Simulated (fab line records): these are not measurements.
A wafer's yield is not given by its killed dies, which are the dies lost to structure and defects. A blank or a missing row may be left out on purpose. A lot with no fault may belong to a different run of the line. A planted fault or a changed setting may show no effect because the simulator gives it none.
Which tool did it? :: flow nandHarc :: 33 wafers sampled from 11 lots at 1 step of a route of 1302

## WHAT THE GAUGES READ, wafer by wafer
NHARC_A_CHANNEL_HOLE_D2_OVL_MEAS_11.
lot: L938
measured: day 13 00:06
on: overlay-02
overlayXNm (nm): 0.3 1.0 0.2
overlayYNm (nm): 0.4 0.0 1.1

lot: L941
measured: day 14 09:58
on: overlay-01
overlayXNm (nm): -1.6 -0.8 -1.6
overlayYNm (nm): 0.7 1.2 0.6

lot: L940
measured: day 14 10:41
on: overlay-02
overlayXNm (nm): 0.8 0.4 0.6
overlayYNm (nm): -0.9 -0.7 -0.6

lot: L943
measured: day 14 20:25
on: overlay-02
overlayXNm (nm): -0.8 -0.8 -0.4
overlayYNm (nm): -0.4 -0.5 -0.3

lot: L945
measured: day 16 05:44
on: overlay-02
overlayXNm (nm): 0.8 0.6 0.5
overlayYNm (nm): 1.4 0.8 1.3

lot: L948
measured: day 17 06:23
on: overlay-01
overlayXNm (nm): 0.3 0.7 0.3
overlayYNm (nm): -0.2 0.0 -0.2

lot: L949
measured: day 17 08:08
on: overlay-02
overlayXNm (nm): -0.7 0.0 -0.6
overlayYNm (nm): -0.7 -0.5 -0.3

lot: L956
measured: day 20 08:35
on: overlay-02
overlayXNm (nm): -0.3 0.0 0.0
overlayYNm (nm): -0.8 -0.2 -0.5

lot: L957
measured: day 21 04:50
on: overlay-01
overlayXNm (nm): -0.5 -0.5 -0.3
overlayYNm (nm): 0.8 0.8 0.7

lot: L960
measured: day 22 10:10
on: overlay-01
overlayXNm (nm): 0.2 0.3 1.0
overlayYNm (nm): 0.0 0.6 0.7

lot: L961
measured: day 22 22:07
on: overlay-01
overlayXNm (nm): 0.2 -0.5 0.4
overlayYNm (nm): 0.7 -0.2 0.0

## TOOL THAT RAN EACH LOT (tool first, then ch and the chambers of the sampled wafers, then the start)
No process step before these readings appears in the record.

## AS READ BY THE TOOLS THEMSELVES (means over the sampled wafers that have a number; for cases with no such wafer, the mark the record gives instead)
The record holds no such reading with a usual standard deviation.

## THE ANSWER, worked out from the rows above alone
Rule: the lots themselves supply what counts as usual. Put in order of their means at a reading, lots are off if they are a third of the lots or fewer, leave a main group of 4 or more, and stand apart from it by a gap of 3 or more times the standard deviation of the main group's means; of several such gaps the widest counts. If all means in a main group match to the digits the tables above print for the reading, that group is not used. A lot without any number at a reading at which 4 lots or more have one is off too. All remaining lots with rows at the step are treated as sound. The gauges are gone through in route order, then the tools' own readings, and for those a lot's mean is taken as printed above. The first step at which some lot is off is used, and at that step the reading that is off furthest; a lot without a number counts as furthest.
Across all readings shown, no lot is off: no conclusion can be drawn from this.

## WHAT WAS PUT IN BY THE SIMULATOR
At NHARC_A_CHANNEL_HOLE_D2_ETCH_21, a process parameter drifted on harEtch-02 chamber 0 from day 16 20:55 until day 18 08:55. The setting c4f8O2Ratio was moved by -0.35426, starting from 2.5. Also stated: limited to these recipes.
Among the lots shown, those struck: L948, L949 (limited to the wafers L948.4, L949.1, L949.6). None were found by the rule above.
